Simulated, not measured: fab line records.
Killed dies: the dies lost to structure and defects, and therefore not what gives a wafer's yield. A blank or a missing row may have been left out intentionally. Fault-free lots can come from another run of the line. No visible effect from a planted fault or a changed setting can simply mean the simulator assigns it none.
Which tool did it? + flow n5-finfet + 11 lots (33 wafers sampled), 1 step of a 1938-step route

## WHAT THE GAUGES SHOWED, per wafer
N5_BEOL_M9_THK_MEAS_01.
| lot  | measured     | on            | M9_ILD_THK (nm) |
|------|--------------|---------------|-----------------|
| L150 | day 9 15:32  | film-metro-02 | 269 274 266     |
| L151 | day 10 12:40 | film-metro-02 | 268 267 275     |
| L155 | day 11 17:01 | film-metro-02 | 266 270 268     |
| L156 | day 12 01:58 | film-metro-01 | 268 266 270     |
| L159 | day 12 03:49 | film-metro-01 | 266 265 273     |
| L158 | day 12 10:14 | film-metro-02 | 266 263 273     |
| L163 | day 14 03:58 | film-metro-02 | 266 264 275     |
| L165 | day 14 06:19 | film-metro-02 | 267 271 272     |
| L166 | day 14 09:56 | film-metro-01 | 263 264 267     |
| L171 | day 15 13:53 | film-metro-02 | 263 261 264     |
| L169 | day 15 14:11 | film-metro-01 | 264 266 266     |

## WHICH TOOL RAN EACH LOT (tool, then ch and the chambers of the sampled wafers, then the start)
The record holds no process step before these readings.

## AS READ BY THE TOOLS THEMSELVES (means over the sampled wafers that have a number; for cases with no such wafer, the mark the record gives instead)
The record holds no such reading with a usual standard deviation.

## THE ANSWER, worked out from the rows above alone
Rule: what is usual is taken from the lots themselves. The widest of any qualifying gaps counts: lots, ordered by their means at a reading, are off when they make up no more than a third of the lots, leave a main group of 4 or more, and stand apart from it by 3 or more times the standard deviation of that group's means. A main group whose means are all the same, to the digits that the tables above print for the reading, isn't used. Also off: a lot with no number at a reading for which 4 or more lots have one. The other lots that the step has rows for count as sound. After the gauges, taken in route order, come the tools' own readings; for these a lot's mean is taken, as printed above. The first step at which some lot is off is used, and at that step the reading that is off furthest; a lot without a number counts as furthest.
None of the lots is off at any reading shown; this tells nothing.

## WHAT THE SIMULATOR PUT IN
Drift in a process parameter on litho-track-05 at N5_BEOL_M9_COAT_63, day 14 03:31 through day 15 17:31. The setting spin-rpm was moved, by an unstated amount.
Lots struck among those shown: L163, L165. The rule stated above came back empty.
